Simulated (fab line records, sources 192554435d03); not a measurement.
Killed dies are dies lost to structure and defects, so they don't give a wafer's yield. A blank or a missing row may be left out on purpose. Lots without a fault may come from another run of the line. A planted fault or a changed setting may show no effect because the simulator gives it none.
Split-lot experiment | flow n5_finfet | 7 lots, 21 wafers read, on a route of 1938 steps

THE SPLIT
At N5_BEOL_M2_TRENCH_ETCH_37 (etches SiOC in C4F6/O2, target depth 55.555 nm, time 29.2 s), the setting time_s was moved away from the recipe's 29.2 s on 5 of the 21 wafers read, by -20.3% to +16.1%. The other wafers ran this setting at the recipe's value.

FROM THE SPLIT TO THE READING: what the file shows between them, 13 steps
- N5_BEOL_M2_ETCH_41: etches SiCN in CH3F/O2, target depth 29.9 nm, time 52.5 s
- N5_BEOL_M2_STRIP_97: strips in N2/H2, time 10 s
- N5_BEOL_M2_OCD_MEAS_38
- N5_BEOL_M2_HM_STRIP_39: strips TiN in peroxide tin strip, target depth 25 nm, time 158 s
- N5_BEOL_M2_SRD_40: time 30 s
- N5_BEOL_M2_ECD_50: material Cu, target thk 300 nm
- N5_BEOL_M2_ANNEAL_51: time 90 s
- N5_BEOL_M2_CMP_52: polishes, stops on SiOC, t overpolish 6.8 s, target thk 40 nm
- N5_BEOL_M2_THK_MEAS_53: measures by xrf
- N5_BEOL_M2_PRE_CLEAN_60: time 15 s
- N5_BEOL_M2_CO_CAP_55: material Co, precursor CCTBA/H2, target thk 2 nm, time 102.1 s
- N5_BEOL_M2_PRE_CLEAN_56: time 15 s
- N5_BEOL_M2_DEP_57: deposits SiCN from 3MS/NH3, target thk 8 nm, time 14 s

THE READING
M2_RS, in ohm/sq, at N5_BEOL_M2_RS_MEAS_58 (measures by four-point-probe). Fault-free wafers of this fab line usually give 0.657 ohm/sq, standard deviation 0.025 ohm/sq.

wafer  | tool, chamber at the split | time_s as run, s | against the recipe | M2_RS, ohm/sq | against lot-mates on the recipe
L075.1 | rie_diel-04, 2             | 29.2             | recipe             | 0.683         | -
L075.3 | rie_diel-04, 3             | 29.2             | recipe             | 0.697         | -
L075.4 | rie_diel-04, 0             | 27.21            | -6.8%              | 0.772         | +0.082
L077.1 | rie_diel-04, 1             | 23.26            | -20.3%             | 1.003         | +0.303
L077.2 | rie_diel-04, 3             | 29.2             | recipe             | 0.700         | -
L077.6 | rie_diel-04, 1             | 23.26            | -20.3%             | 1.039         | +0.339
L083.3 | rie_diel-04, 0             | 33.9             | +16.1%             | 0.525         | -0.136
L083.4 | rie_diel-04, 2             | 29.2             | recipe             | 0.648         | -
L083.6 | rie_diel-04, 2             | 29.2             | recipe             | 0.673         | -
L090.1 | rie_diel-03, 3             | 29.2             | recipe             | 0.689         | -
L090.4 | rie_diel-03, 2             | 33.68            | +15.3%             | 0.529         | -0.148
L090.5 | rie_diel-03, 2             | 29.2             | recipe             | 0.665         | -
L091.1 | rie_diel-04, 3             | 29.2             | recipe             | 0.586         | -
L091.4 | rie_diel-04, 0             | 29.2             | recipe             | 0.636         | -
L091.5 | rie_diel-04, 1             | 29.2             | recipe             | 0.663         | -
L094.3 | rie_diel-01, 2             | 29.2             | recipe             | 0.632         | -
L094.5 | rie_diel-01, 1             | 29.2             | recipe             | 0.621         | -
L094.6 | rie_diel-01, 2             | 29.2             | recipe             | 0.648         | -
L095.2 | rie_diel-04, 1             | 29.2             | recipe             | 0.647         | -
L095.4 | rie_diel-04, 2             | 29.2             | recipe             | 0.610         | -
L095.6 | rie_diel-04, 0             | 29.2             | recipe             | 0.635         | -

THE FIT
A straight line over all 21 wafers: M2_RS changes by -0.0142 ohm/sq for each +1% of time_s; r = -0.93; the points scatter about the line by 0.047 ohm/sq.
The same after taking each lot's own level away (the mean of its wafers on the recipe; 21 wafers): -0.0131 ohm/sq for each +1%; r = -0.96; scatter 0.03 ohm/sq.
On that fit, the largest move of time_s shifts the reading by 0.27 ohm/sq.
The lots' own levels span 0.6283 to 0.7000 ohm/sq, that is 2.9 times the standard deviation above.
So the lot-to-lot level changes the slope little: the two slopes agree.
Check: with one of the wafers moved furthest among these (-20.3%) left out of the fit, the line predicts +0.264 ohm/sq for it against its lot-mates. It came out at +0.303 ohm/sq against them.

OTHER SPLITS ON THESE WAFERS
These wafers also went through other splits before the reading. Each is held against what the fit with the lots' levels taken away leaves over:
other split on the same wafers            | wafers away from the commonest value | r with M2_RS (lot level and that fit taken away)
N5_BEOL_M0_SAQP_HM_DEP_111 time_s         | 9                                    | +0.05
N5_BEOL_M0_CUTY_ETCH_63 source_w          | 7                                    | +0.05
N5_BEOL_M0_TRENCH_ETCH_107 target_depth_a | 5                                    | +0.13
N5_BEOL_M1_ETCH_64 bias_w                 | 8                                    | +0.16
N5_BEOL_M2_ILD_DEP_00 time_s              | 4                                    | -0.13

THE WHOLE CHAIN: every reading that the file lists as answering this split, in the file's order
step                      | what it does                                                  | reading                                                                          | change (the file's fit)                | r (the file's)
N5_BEOL_M2_TRENCH_ETCH_37 | etches SiOC in C4F6/O2, target depth 55.555 nm, time 29.2 s   | etch.depth_nm (the simulator's own value, which no gauge read)                   | +0.499 nm for each +1% of the setting  | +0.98
N5_BEOL_M2_TRENCH_ETCH_37 | etches SiOC in C4F6/O2, target depth 55.555 nm, time 29.2 s   | BEOL_M2.feature_depth_nm (the simulator's own value, which no gauge read)        | +0.502 nm for each +1% of the setting  | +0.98
N5_BEOL_M2_TRENCH_ETCH_37 | etches SiOC in C4F6/O2, target depth 55.555 nm, time 29.2 s   | TiN_of_BEOL_M2_HM_DEP_02.thk_nm (the simulator's own value, which no gauge read) | -0.0317 nm for each +1% of the setting | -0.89
N5_BEOL_M2_OCD_MEAS_38    |                                                               | trench_depth_nm                                                                  | +0.501 nm for each +1% of the setting  | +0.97
N5_BEOL_M2_CMP_52         | polishes, stops on SiOC, t overpolish 6.8 s, target thk 40 nm | Cu_of_BEOL_M2_ECD_50.thk_nm (the simulator's own value, which no gauge read)     | +0.501 nm for each +1% of the setting  | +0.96
N5_BEOL_M2_THK_MEAS_53    | measures by xrf                                               | M2_THK                                                                           | +0.502 for each +1% of the setting     | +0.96
N5_BEOL_M2_RS_MEAS_58     | measures by four-point-probe                                  | M2_RS                                                                            | -0.0121 for each +1% of the setting    | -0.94

THE FILE'S OWN FIT
M2_RS changes by -0.0121 ohm/sq for each +1% of time_s, r = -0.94.
